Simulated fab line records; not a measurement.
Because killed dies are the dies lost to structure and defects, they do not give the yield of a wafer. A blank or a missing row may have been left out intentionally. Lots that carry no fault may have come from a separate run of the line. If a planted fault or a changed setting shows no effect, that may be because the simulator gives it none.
A lot that was struck, set against a sound lot + flow n5Finfet + 21 out of 1938 route steps
Sound: the wafers L525.1, L525.2, L525.6. Struck: wafer L527.5 (left out: L527.2, L527.3 of the same lot, which were not struck); the cause appears at the end.
Each step with rows lists, per side, the tool, then ch with its chambers, then its first start. Under that, the readings that differ: sound wafers + struck wafers + difference of the means + sigmas: that difference in standard deviations of wafers without a fault.
alike: words and numbers the same on both sides, and readings whose means are apart by under 2 such deviations; not compared: readings that were withheld, readings missing a value for some wafer, numbers with overlapping values and no deviation given by the record, and bounds like >300 which may hide the same value.
Wherever a step has rows on one side only, a row that says differs or no value, or a row with sigmas, the two part there. Numbers that don't overlap but have no deviation are shown without sigmas and don't part them. A reading missing from all wafers of one side parts the sides only when that side holds two or more wafers.

first, 1 step without rows for these wafers: N5_BEOL_M10_TRENCH_ETCH_37 (etches SiCOH lowk in C4F6/O2, target depth 148.83 nm, time 48 s).
N5_BEOL_M10_ETCH_41: etches SiCN in CH3F/O2, target depth 42.6 nm, time 86 s.
  sound on rieDiel-03 ch 0,2,3; struck on rieDiel-04 ch 0
| reading                  | sound       | struck | difference | sigmas |
|--------------------------|-------------|--------|------------|--------|
| drypumpMotorCurrentA (A) | 5.7 5.4 5.6 | 6.7    | +1.1       | +2     |
  alike: oesProductAu, rfVppV, showerheadPlenumPTorr, throttleValvePct
  not compared: rfHoursCounterH
then, 1 step without rows for these wafers: N5_BEOL_M10_STRIP_77 (strips in N2/H2, time 10 s).
N5_BEOL_M10_OCD_MEAS_38:
  struck on ocd-01, day 11 01:40; sound on ocd-02, day 9 23:17
  alike: trenchDepthNm
then, 4 steps without rows for these wafers: N5_BEOL_M10_HM_STRIP_39 (strips TiN in peroxide tin strip, target depth 25 nm, time 158 s); N5_BEOL_M10_SRD_40 (time 30 s); N5_BEOL_M10_PRECLEAN_42 (cleans in residue remover, time 60 s); N5_BEOL_M10_SRD_43 (time 30 s).
N5_BEOL_M10_CD_MEAS_35: target cd 70 nm.
  struck on cdSem-01, day 11 01:49; sound on cdSem-03, day 9 23:26
  alike: cdNm
N5_BEOL_M10_CURE_72: cures SiCOH lowk, time 120 s.
  sound on uvCure-01 ch 0, day 9 23:32; struck on uvCure-02 ch 2, day 11 01:54
  alike: lampPowerPct, wafer_temp_C_max
then, 1 step without rows for these wafers: N5_BEOL_M10_DEGAS_44 (time 60 s).
N5_BEOL_M10_PRE_CLEAN_45: time 30 s.
  struck on pvdSputter-03, day 11 02:18; sound on pvdSputter-02, day 10 00:31
  alike: heaterPowerW
N5_BEOL_M10_ALD_74: deposits TaN, target thk 2 nm, pulse time 2 s, purge time 3 s.
  sound on aldMetal-02 ch 0,1,2, day 10 00:43; struck on aldMetal-02 ch 2, day 11 02:22
| reading                                 | sound    | struck | difference | sigmas |
|-----------------------------------------|----------|--------|------------|--------|
| aldCycles                               | 40 40 40 | 64     | +24        |        |
| model.TaN_of_BEOL_M10_ALD_74.thkNm (nm) | 2 2 2    | 3.2    | +1.2       |        |
  alike: heaterPowerW
N5_BEOL_M10_SURFACE_TREAT_76:
  struck on pvdSputter-03, day 11 02:40; sound on pvdSputter-03, day 10 01:09
  not compared: throttleValvePct
then, 1 step without rows for these wafers: N5_BEOL_M10_CVD_75 (deposits Co from CCTBA/H2, target thk 2 nm, time 138.9 s).
N5_BEOL_M10_SPUTTER_48: material Cu, target thk 12 nm, time 2 s.
  struck on pvdSputter-01, day 11 02:50; sound on pvdSputter-03, day 10 01:28
  alike: throttleValvePct
then, 2 steps without rows for these wafers: N5_BEOL_M10_ECD_50 (material Cu, target thk 318 nm); N5_BEOL_M10_ANNEAL_51 (time 90 s).
N5_BEOL_M10_CMP_52: polishes, stops on SiCOH lowk, t overpolish 7 s, target thk 140 nm.
  sound on cmp-03 ch 0,2, day 10 01:59; struck on cmp-02 ch 0, day 11 03:42
| reading                   | sound          | struck | difference | sigmas |
|---------------------------|----------------|--------|------------|--------|
| barrierFieldEndpointS (s) | 28.5 28.7 28.3 | 31.4   | +2.9       | +4     |
  alike: motorCurrentA, platenRpm
N5_BEOL_M10_THK_MEAS_53: measures by xrf.
  struck on filmMetro-02, day 11 04:00; sound on filmMetro-02, day 10 02:17
  alike: M10_THK
N5_PASSIVATION_PROBE_49:
  only the struck wafers here have rows in the record (prober-01, day 12 22:16); the sound ones have none

WHERE THEY PART
First at N5_BEOL_M10_ETCH_41; last, within this record, at N5_PASSIVATION_PROBE_49.

WHY: what the simulator had put in
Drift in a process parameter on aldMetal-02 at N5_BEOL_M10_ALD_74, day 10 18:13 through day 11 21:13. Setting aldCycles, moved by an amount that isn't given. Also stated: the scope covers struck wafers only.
